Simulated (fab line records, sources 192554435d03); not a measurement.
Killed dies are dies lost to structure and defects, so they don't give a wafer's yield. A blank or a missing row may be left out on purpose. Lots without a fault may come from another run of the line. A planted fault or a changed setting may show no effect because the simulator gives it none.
Split-lot experiment | flow n5_finfet | 7 lots, 21 wafers read, on a route of 1938 steps

THE SPLIT
At N5_BEOL_M4_ETCH_64 (etches SOC in N2/H2, target depth 75 nm, overetch 22.5 nm, time 121.9 s), the setting bias_w was moved away from the recipe's 150 W on 6 of the 21 wafers read, by +4.6% to +12.5%. The other wafers ran this setting at the recipe's value.

The reading is taken at the split's own step.

THE READING
rf_vpp_V, in V, at N5_BEOL_M4_ETCH_64 (etches SOC in N2/H2, target depth 75 nm, overetch 22.5 nm, time 121.9 s). Fault-free wafers of this fab line usually give 525.5 V, standard deviation 2.4 V.

wafer  | tool, chamber at the split | bias_w as run, W | against the recipe | rf_vpp_V, V | against lot-mates on the recipe
L074.1 | rie_diel-05, 0             | 163.6            | +9.1%              | 552.0       | +25.7
L074.3 | rie_diel-05, 2             | 150              | recipe             | 526.3       | -
L074.5 | rie_diel-05, 2             | 163.6            | +9.1%              | 554.3       | +28.0
L079.1 | rie_diel-02, 2             | 150              | recipe             | 529.4       | -
L079.4 | rie_diel-02, 2             | 150              | recipe             | 528.2       | -
L079.5 | rie_diel-02, 1             | 150              | recipe             | 527.2       | -
L078.3 | rie_diel-01, 0             | 156.9            | +4.6%              | 534.2       | +6.9
L078.4 | rie_diel-01, 1             | 150              | recipe             | 526.0       | -
L078.5 | rie_diel-01, 1             | 150              | recipe             | 528.6       | -
L086.3 | rie_diel-05, 0             | 168.8            | +12.5%             | 562.5       | +36.9
L086.4 | rie_diel-05, 1             | 168.8            | +12.5%             | 568.2       | +42.6
L086.6 | rie_diel-05, 3             | 150              | recipe             | 525.6       | -
L090.1 | rie_diel-01, 2             | 150              | recipe             | 524.7       | -
L090.5 | rie_diel-01, 0             | 150              | recipe             | 529.0       | -
L090.6 | rie_diel-01, 3             | 150              | recipe             | 524.7       | -
L091.1 | rie_diel-01, 0             | 150              | recipe             | 528.1       | -
L091.3 | rie_diel-01, 3             | 150              | recipe             | 523.7       | -
L091.5 | rie_diel-01, 1             | 150              | recipe             | 528.6       | -
L094.1 | rie_diel-02, 1             | 161.7            | +7.8%              | 552.3       | +26.8
L094.3 | rie_diel-02, 0             | 150              | recipe             | 522.7       | -
L094.6 | rie_diel-02, 1             | 150              | recipe             | 528.3       | -

THE FIT
A straight line over all 21 wafers: rf_vpp_V changes by +3.02 V for each +1% of bias_w; r = +0.98; the points scatter about the line by 2.6 V.
The same after taking each lot's own level away (the mean of its wafers on the recipe; 21 wafers): +3.1 V for each +1%; r = +0.98; scatter 2.6 V.
On that fit, the largest move of bias_w shifts the reading by 39 V.
The lots' own levels span 525.50 to 528.27 V, that is 1.2 times the standard deviation above.
So the lot-to-lot level changes the slope little: the two slopes agree.
Check: with one of the wafers moved furthest among these (+12.5%) left out of the fit, the line predicts +39.3 V for it against its lot-mates. It came out at +36.9 V against them.
Tool readings at the split's step, against how far the setting was moved: rf_vpp_V r = +0.98.

OTHER SPLITS ON THESE WAFERS
These wafers also went through other splits before the reading. Each is held against what the fit with the lots' levels taken away leaves over:
other split on the same wafers          | wafers away from the commonest value | r with rf_vpp_V (lot level and that fit taken away)
N5_BEOL_M0_SAQP_SPACER1_ALD_98 temp_c   | 9                                    | -0.03
N5_BEOL_M0_SAQP_ETCH_106 target_depth_a | 6                                    | -0.01
N5_BEOL_M1_ETCH_64 time_s               | 9                                    | -0.23
N5_BEOL_M1_COAT_67 spin_rpm             | 7                                    | -0.21
N5_BEOL_M2_DESCUM_16 time_s             | 9                                    | +0.20
N5_BEOL_M2_DEP_57 time_s                | 10                                   | +0.05
N5_BEOL_M4_COAT_05 spin_rpm             | 5                                    | -0.07

THE FILE'S OWN FIT
rf_vpp_V changes by +3.06 V for each +1% of bias_w, r = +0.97.
